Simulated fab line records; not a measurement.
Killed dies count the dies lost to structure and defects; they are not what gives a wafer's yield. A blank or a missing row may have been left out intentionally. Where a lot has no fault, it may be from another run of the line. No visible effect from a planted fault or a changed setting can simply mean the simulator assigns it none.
Matching of chambers || flow n5Finfet || 4 sister chambers for N5_BEOL_M12_TRENCH_ETCH_34 on rieDiel-05
The step etches SiOC in C4F8/O2/Ar, target depth 318.95 nm, time 125.5 s. 4 wafers are shown with their chamber, then 9 later ones without.

WAFERS WITH THEIR CHAMBER
{"wafer": "L079.3", "chamber": 2, "throttleValvePct (%)": 23.9}
{"wafer": "L081.5", "chamber": 3, "throttleValvePct (%)": 23.7}
{"wafer": "L083.3", "chamber": 0, "throttleValvePct (%)": 23.9}
{"wafer": "L083.4", "chamber": 1, "throttleValvePct (%)": 24.8}

WAFERS WITH NO CHAMBER GIVEN
{"wafer": "L086.1", "throttleValvePct (%)": 24.8}
{"wafer": "L086.3", "throttleValvePct (%)": 23.9}
{"wafer": "L086.5", "throttleValvePct (%)": 23.9}
{"wafer": "L096.1", "throttleValvePct (%)": 24.9}
{"wafer": "L096.2", "throttleValvePct (%)": 23.9}
{"wafer": "L096.6", "throttleValvePct (%)": 23.9}
{"wafer": "L097.1", "throttleValvePct (%)": 23.6}
{"wafer": "L097.3", "throttleValvePct (%)": 23.9}
{"wafer": "L097.5", "throttleValvePct (%)": 23.9}

EACH ONE'S CHAMBER
{"wafer": "L086.1", "from the rows above": 1, "in truth": 1}
{"wafer": "L086.3", "from the rows above": "can't be placed: 0 or 2", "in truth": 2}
{"wafer": "L086.5", "from the rows above": "can't be placed: 0 or 2", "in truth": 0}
{"wafer": "L096.1", "from the rows above": 1, "in truth": 1}
{"wafer": "L096.2", "from the rows above": "can't be placed: 0 or 2", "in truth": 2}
{"wafer": "L096.6", "from the rows above": "can't be placed: 0 or 2", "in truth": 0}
{"wafer": "L097.1", "from the rows above": 3, "in truth": 3}
{"wafer": "L097.3", "from the rows above": "can't be placed: 0 or 2", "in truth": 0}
{"wafer": "L097.5", "from the rows above": "can't be placed: 0 or 2", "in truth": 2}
3 of 9 placed correctly. Not placeable from these rows: 6 (in 6, the candidates include the true chamber). Wrongly placed: 0.
How it was worked out, from the rows above alone: a wafer's distance from a chamber is the root of the sum, over the readings, of the square of ((its reading less the chamber's mean) divided by the reading's scatter). The wafer belongs to the nearest chamber; if the next one is less than 2 further off, it can't be placed. Each chamber's mean is taken over the wafers shown for it. The scatter (one wafer shown for each chamber): square how far every hidden wafer sits from the nearest shown wafer, average those squares and take the square root.
